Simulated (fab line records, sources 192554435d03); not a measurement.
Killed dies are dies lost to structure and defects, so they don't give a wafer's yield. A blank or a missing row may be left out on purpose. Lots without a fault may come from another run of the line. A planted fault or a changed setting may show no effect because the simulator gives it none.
Split-lot experiment | flow n5_finfet | 7 lots, 21 wafers read, on a route of 1938 steps

THE SPLIT
At N5_BEOL_M6_ETCH_66 (etches SOC in N2/H2, target depth 80 nm, overetch 16 nm, time 120 s), the setting bias_w was moved away from the recipe's 150 W on 7 of the 21 wafers read, by -13.7% to +13.4%. The other wafers ran this setting at the recipe's value.

The reading is taken at the split's own step.

THE READING
rf_vpp_V, in V, at N5_BEOL_M6_ETCH_66 (etches SOC in N2/H2, target depth 80 nm, overetch 16 nm, time 120 s). Fault-free wafers of this fab line usually give 524.1 V, standard deviation 2.5 V.

wafer  | tool, chamber at the split | bias_w as run, W | against the recipe | rf_vpp_V, V | against lot-mates on the recipe
L078.3 | rie_diel-03, 3             | 131.8            | -12.1%             | 481.0       | -39.1
L078.4 | rie_diel-03, 0             | 131.8            | -12.1%             | 483.0       | -37.1
L078.5 | rie_diel-03, 2             | 150              | recipe             | 520.1       | -
L081.1 | rie_diel-03, 3             | 150              | recipe             | 521.9       | -
L081.2 | rie_diel-03, 1             | 150              | recipe             | 526.0       | -
L081.3 | rie_diel-03, 0             | 150              | recipe             | 525.5       | -
L080.1 | rie_diel-05, 0             | 150              | recipe             | 526.9       | -
L080.3 | rie_diel-05, 1             | 150              | recipe             | 520.2       | -
L080.6 | rie_diel-05, 0             | 150              | recipe             | 526.9       | -
L083.2 | rie_diel-05, 0             | 157.2            | +4.8%              | 542.2       | +18.4
L083.3 | rie_diel-05, 1             | 150              | recipe             | 519.4       | -
L083.5 | rie_diel-05, 2             | 150              | recipe             | 528.3       | -
L089.2 | rie_diel-05, 2             | 170.1            | +13.4%             | 572.1       | +51.8
L089.4 | rie_diel-05, 2             | 170.1            | +13.4%             | 571.3       | +51.0
L089.6 | rie_diel-05, 1             | 150              | recipe             | 520.3       | -
L090.2 | rie_diel-03, 0             | 150              | recipe             | 526.0       | -
L090.3 | rie_diel-03, 3             | 150              | recipe             | 521.8       | -
L090.5 | rie_diel-03, 3             | 129.5            | -13.7%             | 477.5       | -46.4
L096.2 | rie_diel-05, 3             | 156.9            | +4.6%              | 538.1       | +10.6
L096.3 | rie_diel-05, 1             | 150              | recipe             | 528.7       | -
L096.4 | rie_diel-05, 0             | 150              | recipe             | 526.2       | -

THE FIT
A straight line over all 21 wafers: rf_vpp_V changes by +3.49 V for each +1% of bias_w; r = +0.99; the points scatter about the line by 2.9 V.
The same after taking each lot's own level away (the mean of its wafers on the recipe; 21 wafers): +3.48 V for each +1%; r = +0.99; scatter 3.2 V.
On that fit, the largest move of bias_w shifts the reading by 48 V.
The lots' own levels span 520.10 to 527.45 V, that is 2.9 times the standard deviation above.
So the lot-to-lot level changes the slope little: the two slopes agree.
Check: with one of the wafers moved furthest among these (-13.7%) left out of the fit, the line predicts -46.9 V for it against its lot-mates. It came out at -46.4 V against them.
Tool readings at the split's step, against how far the setting was moved: rf_vpp_V r = +0.99.

OTHER SPLITS ON THESE WAFERS
These wafers also went through other splits before the reading. Each is held against what the fit with the lots' levels taken away leaves over:
other split on the same wafers | wafers away from the commonest value | r with rf_vpp_V (lot level and that fit taken away)
N5_BEOL_M6_EXPOSE_25 dose_mj   | 5                                    | +0.00

THE WHOLE CHAIN: every reading that the file lists as answering this split, in the file's order
step               | what it does                                                        | reading                                                                          | change (the file's fit)                | r (the file's)
N5_BEOL_M6_ETCH_66 | etches SOC in N2/H2, target depth 80 nm, overetch 16 nm, time 120 s | rf_vpp_V                                                                         | +3.45 V for each +1% of the setting    | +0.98
N5_BEOL_M6_ETCH_66 | etches SOC in N2/H2, target depth 80 nm, overetch 16 nm, time 120 s | SiARC_of_BEOL_M6_COAT_64.thk_nm (the simulator's own value, which no gauge read) | -0.0716 nm for each +1% of the setting | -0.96

THE FILE'S OWN FIT
rf_vpp_V changes by +3.45 V for each +1% of bias_w, r = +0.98.
